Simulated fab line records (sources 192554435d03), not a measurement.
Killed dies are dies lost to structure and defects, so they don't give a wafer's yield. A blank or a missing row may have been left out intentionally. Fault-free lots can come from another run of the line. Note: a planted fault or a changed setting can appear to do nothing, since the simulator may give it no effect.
fab line records | flow n5-finfet | part 2 of 2: steps 18 to 24 of 24
[record] lots = 5 wafers = 15 last-day = 17
route steps=1938 shown BEOL_M9@1421
lots that met no fault: taken from a fault-free run of the same line
start-h: hours from the record's opening day to when the first of the lot's shown wafers began | wait-h: how many hours have passed since the lot's step before this one | " as in the row above | L1.1+2: several wafers, shown together as one row | - either no value or no given start | * or withheld: withheld | < > ~ a bound
route shown NAME@n: names a module that has steps shown in the file, with the first one's number in the route | usual: mean/standard deviation taken from wafers without a fault | same: alike in all rows | chamber/n: place in a boat | sites: the reading at each site | _std_site: standard deviation of those values | _edge_site: inner sites' mean taken away from outer sites' mean | radius-mm: for every site, how far away it sits from the centre of the wafer | mask NAME#n: copy n | behind: the tool/chamber that last shaped the wafer | hold: reason for holding the lot/hours on hold/outcome of the hold | device: which transistor (n, p or np) failed to switch | end of line: tests run on the same wafers once the route is complete | a step with no rows: only its recipe | killed: at the first sort, the dies lost to defects and structure; wafer yield is something else | map: per-die view of a wafer (x killed, . not killed, _ where there is no die)
set.NAME: the run value of the setting; set.NAME@STEP: its run value at that earlier step | model.NAME: the simulator's own value behind a step, which no gauge read
certain route steps with their lots: each step a table, each wafer a row
services: from which hour (start-h, from the record's first day; less than 0 if before it) a tool's chamber was out of use, for how many hours, and why
[[steps]]
[step N5_BEOL_M9_ETCH_76]
[recipe] chemistry = N2/H2 target = underlayer target-depth-a = 65 mask-material = CAR-EUV time-s = 5.2 ion-energy-ev = 200 pressure-mtorr = 30 source-w = 840 bias-w = 150 n2-flow-sccm = 200 h2-flow-sccm = 200 ends = cleared
[usual] chamber-pressure-mTorr = 30.00/0.04 drypump-motor-current-A = 5.7/0.5 etch-rf-on-time-s = 5.16/0.091 oes-product-au = 0.69/0.052 rf-vpp-V = 524.3/2.2 showerhead-plenum-p-Torr = 2.56/0.078 throttle-valve-pct = 17.73/0.18
// columns lot.wafer tool chamber start-h wait-h chamber-pressure-mTorr drypump-motor-current-A etch-rf-on-time-s oes-product-au rf-hours-counter-h rf-vpp-V showerhead-plenum-p-Torr throttle-valve-pct
L075.2 rie-diel-01 0 227.38 0.0 30.09 5.8 5.00 0.72 61 528.0 2.68 17.85
L075.3 " 2 " " 30.03 4.8 5.02 0.70 94 521.6 2.46 17.51
L075.6 " 2 " " 30.06 4.8 4.97 0.70 - 521.6 2.46 17.49
L078.2 rie-diel-03 1 232.51 0.0 29.92 6.6 5.29 0.61 216 525.7 2.62 17.94
L078.3 " 0 " " 30.01 5.7 5.30 0.77 35 521.1 2.49 17.34
L078.6 " 3 " " 29.98 5.8 5.07 0.75 - 525.1 2.59 17.74
L093.2 rie-diel-02 3 319.73 0.0 29.99 4.9 5.23 0.78 9 526.1 2.59 17.57
L093.3 " 2 " " 30.00 5.1 5.20 0.65 124 520.4 2.45 17.89
L093.4 " 0 " " 30.02 6.1 5.20 0.63 188 527.7 2.64 17.71
L092.1 rie-diel-01 3 329.54 0.0 30.03 5.5 5.18 0.71 81 525.4 2.57 17.75
L092.3 " 1 " " 30.00 5.6 5.17 0.62 183 524.6 2.54 17.85
L092.6 " 0 " " 30.03 5.8 5.14 0.68 - 527.4 2.67 17.89
L095.1 rie-diel-01 2 345.07 0.0 29.94 4.9 4.99 0.68 130 523.7 2.44 17.59
L095.3 " 0 " " 29.96 5.8 5.12 0.68 93 525.2 2.67 17.94
L095.6 " 2 " " 30.00 4.8 5.06 0.67 - 523.3 2.44 17.57
[step N5_BEOL_M9_ETCH_65]
[recipe] chemistry = CF4 target = SiARC target-depth-a = 156 mask-material = CAR-EUV time-s = 26 ion-energy-ev = 80 pressure-mtorr = 40 source-w = 545 bias-w = 36 Ar_flow_sccm = 100 cf4-flow-sccm = 100 ends = cleared
[usual] chamber-pressure-mTorr = 40.00/0.035 drypump-motor-current-A = 5.6/0.5 etch-rf-on-time-s = 25.8/0.43 oes-product-au = 0.70/0.053 rf-vpp-V = 184.1/1.1 showerhead-plenum-p-Torr = 2.15/0.062 throttle-valve-pct = 15.51/0.18
// columns lot.wafer tool chamber start-h wait-h chamber-pressure-mTorr drypump-motor-current-A etch-rf-on-time-s oes-product-au rf-hours-counter-h rf-vpp-V showerhead-plenum-p-Torr throttle-valve-pct
L075.2 rie-diel-01 0 227.40 0.0 40.01 5.8 25.4 0.71 61 186.3 2.26 15.67
L075.3 " 2 " " 40.03 4.8 25.3 0.70 94 183.0 2.07 15.34
L075.6 " 2 " " 40.04 4.8 25.1 0.71 - 182.8 2.07 15.34
L078.2 rie-diel-03 1 232.52 0.0 40.00 6.6 26.1 0.61 216 185.7 2.20 15.73
L078.3 " 0 " " 39.88 5.7 26.4 0.77 35 184.0 2.09 15.07
L078.6 " 3 " " 39.96 5.7 25.0 0.77 - 185.3 2.17 15.45
L093.2 rie-diel-02 3 319.75 0.0 39.99 4.9 25.8 0.79 9 184.4 2.19 15.43
L093.3 " 2 " " 40.05 5.1 25.8 0.66 124 180.8 2.07 15.68
L093.4 " 0 " " 39.98 6.1 25.8 0.62 188 184.9 2.21 15.35
L092.1 rie-diel-01 3 329.55 0.0 39.97 5.5 26.3 0.70 81 184.4 2.17 15.57
L092.3 " 1 " " 39.96 5.7 25.7 0.63 183 183.8 2.14 15.64
L092.6 " 0 " " 40.00 5.8 25.8 0.68 - 184.3 2.25 15.73
L095.1 rie-diel-01 2 345.09 0.0 40.04 4.9 25.2 0.68 130 184.6 2.06 15.40
L095.3 " 0 " " 39.99 5.8 25.4 0.68 93 185.1 2.25 15.77
L095.6 " 2 " " 39.97 4.9 25.2 0.68 - 184.5 2.06 15.42
[step N5_BEOL_M9_ETCH_66]
[recipe] chemistry = N2/H2 target = SOC target-depth-a = 800 overetch-a = 160 mask-material = SiARC temp-c = 40 time-s = 120 ion-energy-ev = 200 pressure-mtorr = 30 source-w = 840 bias-w = 150 n2-flow-sccm = 200 h2-flow-sccm = 200
[usual] chamber-pressure-mTorr = 30.00/0.03 drypump-motor-current-A = 5.7/0.5 oes-product-au = 0.62/0.046 rf-vpp-V = 524.4/2.4 showerhead-plenum-p-Torr = 2.56/0.078 throttle-valve-pct = 17.69/0.18
// columns lot.wafer tool chamber start-h wait-h chamber-pressure-mTorr drypump-motor-current-A oes-product-au rf-hours-counter-h rf-vpp-V showerhead-plenum-p-Torr throttle-valve-pct
L075.2 rie-diel-01 0 227.43 0.0 29.98 5.8 0.63 61 528.5 2.68 17.81
L075.3 " 2 " " 30.00 4.8 0.62 94 520.9 2.46 17.44
L075.6 " 2 " " 30.01 4.9 0.62 - 524.0 2.46 17.46
L078.2 rie-diel-03 1 232.55 0.0 29.99 6.6 0.56 216 526.5 2.62 17.88
L078.3 " 0 " " 30.01 5.7 0.70 35 524.4 2.49 17.28
L078.6 " 3 " " 29.98 5.7 0.67 - 523.8 2.59 17.67
L093.2 rie-diel-02 3 319.77 0.0 29.98 4.9 0.70 9 526.3 2.59 17.53
L093.3 " 2 " " 29.97 5.1 0.58 124 521.5 2.45 17.86
L093.4 " 0 " " 29.98 6.1 0.56 188 527.6 2.64 17.67
L092.1 rie-diel-01 3 329.58 0.0 29.95 5.5 0.63 81 525.4 2.57 17.72
L092.3 " 1 " " 29.95 5.7 0.57 183 523.2 2.54 17.84
L092.6 " 0 " " 30.02 5.8 0.61 - 526.4 2.67 17.85
L095.1 rie-diel-01 2 345.12 0.0 29.95 4.9 0.59 130 521.0 2.44 17.52
L095.3 " 0 " " 30.01 5.8 0.61 93 528.9 2.67 17.87
L095.6 " 2 " " 30.01 4.9 0.59 - 521.5 2.44 17.52
[step N5_BEOL_M9_STRIP_69]
[recipe] chemistry = N2/H2 temp-c = 40 n2-flow-sccm = 200 h2-flow-sccm = 200 rf-frequency-hz = 6e+07
// columns lot.wafer tool chamber start-h wait-h
L075.2+3+6 rie-diel-01 0,2,2 227.51 0.0
L078.2+3+6 rie-diel-03 1,0,3 232.63 0.0
L093.2+3+4 rie-diel-02 3,2,0 319.86 0.0
L092.1+3+6 rie-diel-01 3,1,0 329.66 0.0
L095.1+3+6 rie-diel-01 2,0,2 345.20 0.0
[step N5_BEOL_M9_STRIP_77]
[recipe] chemistry = N2/H2 temp-c = 40 n2-flow-sccm = 200 h2-flow-sccm = 200 rf-frequency-hz = 6e+07
// columns lot.wafer tool chamber start-h wait-h
L075.2+3+6 rie-diel-01 0,2,2 227.52 0.0
L078.2+3+6 rie-diel-03 1,0,3 232.64 0.0
L093.2+3+4 rie-diel-02 3,2,0 319.87 0.0
L092.1+3+6 rie-diel-01 3,1,0 329.67 0.0
L095.1+3+6 rie-diel-01 2,0,2 345.21 0.0
[step N5_BEOL_M9_VIA_ETCH_34]
[recipe] chemistry = C4F6/O2 target = SiCOH_lowk target-depth-a = 1824 mask-material = SOC taper-deg = 4 time-s = 68.4 ion-energy-ev = 250 pressure-mtorr = 30 source-w = 345 bias-w = 185 Ar_flow_sccm = 300 C4F6_flow_sccm = 10 O2_flow_sccm = 10
[usual] C4F6_flow_sccm = 10.00/0.031 chamber-pressure-mTorr = 30.001/0.028 drypump-motor-current-A = 5.7/0.5 oes-product-au = 0.81/0.063 rf-vpp-V = 668/5 showerhead-plenum-p-Torr = 2.86/0.083 throttle-valve-pct = 20.81/0.2
// columns lot.wafer tool chamber start-h wait-h C4F6_flow_sccm chamber-pressure-mTorr drypump-motor-current-A oes-product-au rf-hours-counter-h rf-vpp-V showerhead-plenum-p-Torr throttle-valve-pct
L075.2 rie-diel-01 0 227.53 0.0 10.01 29.988 5.8 0.84 61 670 3.01 21.07
L075.3 " 2 " " 10.03 29.973 4.8 0.82 94 664 2.75 20.60
L075.6 " 2 " " 9.99 30.043 4.8 0.82 - 665 2.75 20.58
L078.2 rie-diel-03 1 232.65 0.0 9.93 30.019 6.6 0.73 216 666 2.92 20.94
L078.3 " 0 " " 10.00 29.957 5.6 0.91 35 673 2.79 20.39
L078.6 " 3 " " 10.02 30.065 5.7 0.89 - 667 2.89 20.77
L093.2 rie-diel-02 3 319.88 0.0 9.95 30.022 4.9 0.92 9 669 2.90 20.76
L093.3 " 2 " " 9.99 29.979 5.1 0.77 124 659 2.75 21.01
L093.4 " 0 " " 9.97 30.013 6.1 0.73 188 664 2.93 20.53
L092.1 rie-diel-01 3 329.68 0.0 9.98 29.953 5.5 0.82 81 678 2.88 20.91
L092.3 " 1 " " 9.95 30.006 5.7 0.74 183 669 2.84 20.89
L092.6 " 0 " " 9.98 30.037 5.8 0.79 - 670 3.00 21.08
L095.1 rie-diel-01 2 345.22 0.0 10.00 29.952 4.9 0.78 130 663 2.74 20.64
L095.3 " 0 " " 9.95 29.977 5.8 0.79 93 668 2.99 21.10
L095.6 " 2 " " 9.96 29.993 4.9 0.78 - 664 2.74 20.64
[step N5_BEOL_M9_STRIP_73]
[recipe] chemistry = C4F6/O2 resist = SiARC rf-frequency-hz = 6e+07
// columns lot.wafer tool chamber start-h wait-h
L075.2+3+6 rie-diel-01 0,2,2 227.58 0.0
L078.2+3+6 rie-diel-03 1,0,3 232.70 0.0
L093.2+3+4 rie-diel-02 3,2,0 319.93 0.0
L092.1+3+6 rie-diel-01 3,1,0 329.73 0.0
L095.1+3+6 rie-diel-01 2,0,2 345.27 0.0
[[services]]
// columns tool chamber start-h hours kind
euv-scanner-02 - 206.08 1.0 pm
rie-diel-03 3 214.67 3.1 repair
rie-diel-01 0 216.59 1.2 repair
rie-diel-02 - 219.04 0.7 repair
euv-scanner-01 - 221.63 1.0 pm
rie-metal-01 - 224.32 1.4 pm
rie-diel-03 2 224.91 9.3 repair
euv-scanner-02 - 227.56 5.2 repair
euv-scanner-01 - 236.80 4.6 pm
rie-diel-03 0 240.51 12.8 repair
euv-scanner-01 - 248.79 1.0 repair
euv-scanner-02 - 253.67 1.0 pm
rie-diel-02 3 256.42 2.8 repair
rie-metal-03 0 265.79 4.4 repair
rie-diel-02 2 267.02 6.3 repair
euv-scanner-01 - 277.78 1.0 pm
rie-diel-01 0 301.30 18.0 repair
rie-diel-01 2 304.72 3.9 repair
euv-scanner-02 - 309.82 1.0 pm
rie-metal-03 - 313.19 2.8 pm
rie-diel-02 - 315.20 0.5 repair
rie-metal-01 - 321.67 1.0 repair
euv-scanner-01 - 333.93 1.0 pm
rie-diel-02 2 334.70 5.6 repair
